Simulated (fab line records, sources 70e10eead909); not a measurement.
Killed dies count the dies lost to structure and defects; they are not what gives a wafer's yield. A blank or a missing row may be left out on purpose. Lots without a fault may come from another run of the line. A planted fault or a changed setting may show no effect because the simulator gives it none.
Chamber matching :: flow nand-harc :: rie-diel-07 running NHARC_A_BLC_STRIP_29: 4 sister chambers
The step strips in CF4. 14 wafers are shown with their chamber, then 7 later ones without.

EACH WAFER AND ITS CHAMBER
wafer: L419.2
chamber: 1
drypump-motor-current-A (A): 5.89
oes-product-au (a.u.): 0.986
throttle-valve-pct (%): 13.288

wafer: L419.3
chamber: 0
drypump-motor-current-A (A): 5.31
oes-product-au (a.u.): 0.996
throttle-valve-pct (%): 13.279

wafer: L419.5
chamber: 1
drypump-motor-current-A (A): 5.92
oes-product-au (a.u.): 0.974
throttle-valve-pct (%): 13.286

wafer: L420.1
chamber: 1
drypump-motor-current-A (A): 5.92
oes-product-au (a.u.): 0.994
throttle-valve-pct (%): 13.284

wafer: L420.4
chamber: 3
drypump-motor-current-A (A): 6.13
oes-product-au (a.u.): 1.006
throttle-valve-pct (%): 13.284

wafer: L420.6
chamber: 1
drypump-motor-current-A (A): 5.94
oes-product-au (a.u.): 0.991
throttle-valve-pct (%): 13.286

wafer: L426.3
chamber: 1
drypump-motor-current-A (A): 5.94
oes-product-au (a.u.): 1.000
throttle-valve-pct (%): 13.290

wafer: L426.4
chamber: 0
drypump-motor-current-A (A): 5.34
oes-product-au (a.u.): 0.990
throttle-valve-pct (%): 13.272

wafer: L426.5
chamber: 2
drypump-motor-current-A (A): 6.28
oes-product-au (a.u.): 1.001
throttle-valve-pct (%): 13.275

wafer: L422.2
chamber: 1
drypump-motor-current-A (A): 5.92
oes-product-au (a.u.): 0.996
throttle-valve-pct (%): 13.290

wafer: L422.3
chamber: 2
drypump-motor-current-A (A): 6.27
oes-product-au (a.u.): 1.008
throttle-valve-pct (%): 13.285

wafer: L422.4
chamber: 0
drypump-motor-current-A (A): 5.33
oes-product-au (a.u.): 1.002
throttle-valve-pct (%): 13.276

wafer: L429.1
chamber: 2
drypump-motor-current-A (A): 6.21
oes-product-au (a.u.): 1.009
throttle-valve-pct (%): 13.269

wafer: L429.2
chamber: 3
drypump-motor-current-A (A): 6.13
oes-product-au (a.u.): 1.007
throttle-valve-pct (%): 13.276

SIGNATURES (means of the wafers above)
reading: drypump-motor-current-A
chamber 0: 5.3267
chamber 1: 5.9217
chamber 2: 6.2533
chamber 3: 6.1300
scatter within a chamber: 0.0224

reading: oes-product-au
chamber 0: 0.99600
chamber 1: 0.99017
chamber 2: 1.00600
chamber 3: 1.00650
scatter within a chamber: 0.00732

reading: throttle-valve-pct
chamber 0: 13.27567
chamber 1: 13.28733
chamber 2: 13.27633
chamber 3: 13.28000
scatter within a chamber: 0.00465
Rule: distance of a wafer from a chamber = root of the sum over the readings of ((wafer's reading minus chamber's mean) / reading's scatter) squared. The wafer belongs to the nearest chamber; if the next one is less than 2 further off, it can't be placed. The scatter is the square root of a quotient: the sum, over the shown wafers, of each reading's squared deviation from its chamber's mean, divided by wafers minus chambers.

WAFERS WITH NO CHAMBER GIVEN
wafer: L429.4
drypump-motor-current-A (A): 5.93
oes-product-au (a.u.): 0.991
throttle-valve-pct (%): 13.282

wafer: L433.4
drypump-motor-current-A (A): 5.34
oes-product-au (a.u.): 1.007
throttle-valve-pct (%): 13.301

wafer: L433.5
drypump-motor-current-A (A): 6.27
oes-product-au (a.u.): 1.019
throttle-valve-pct (%): 13.283

wafer: L433.6
drypump-motor-current-A (A): 5.92
oes-product-au (a.u.): 1.009
throttle-valve-pct (%): 13.289

wafer: L438.4
drypump-motor-current-A (A): 5.30
oes-product-au (a.u.): 0.999
throttle-valve-pct (%): 13.282

wafer: L438.5
drypump-motor-current-A (A): 5.94
oes-product-au (a.u.): 1.013
throttle-valve-pct (%): 13.281

wafer: L438.6
drypump-motor-current-A (A): 6.14
oes-product-au (a.u.): 0.992
throttle-valve-pct (%): 13.289

EACH ONE'S CHAMBER
wafer: L429.4
from the rows above: 1
in truth: 1

wafer: L433.4
from the rows above: 0
in truth: 0

wafer: L433.5
from the rows above: 2
in truth: 2

wafer: L433.6
from the rows above: 1
in truth: 1

wafer: L438.4
from the rows above: 0
in truth: 0

wafer: L438.5
from the rows above: 1
in truth: 1

wafer: L438.6
from the rows above: 3
in truth: 3
7 of 7 placed correctly. Number that these rows cannot place: 0. Placed wrongly: 0.
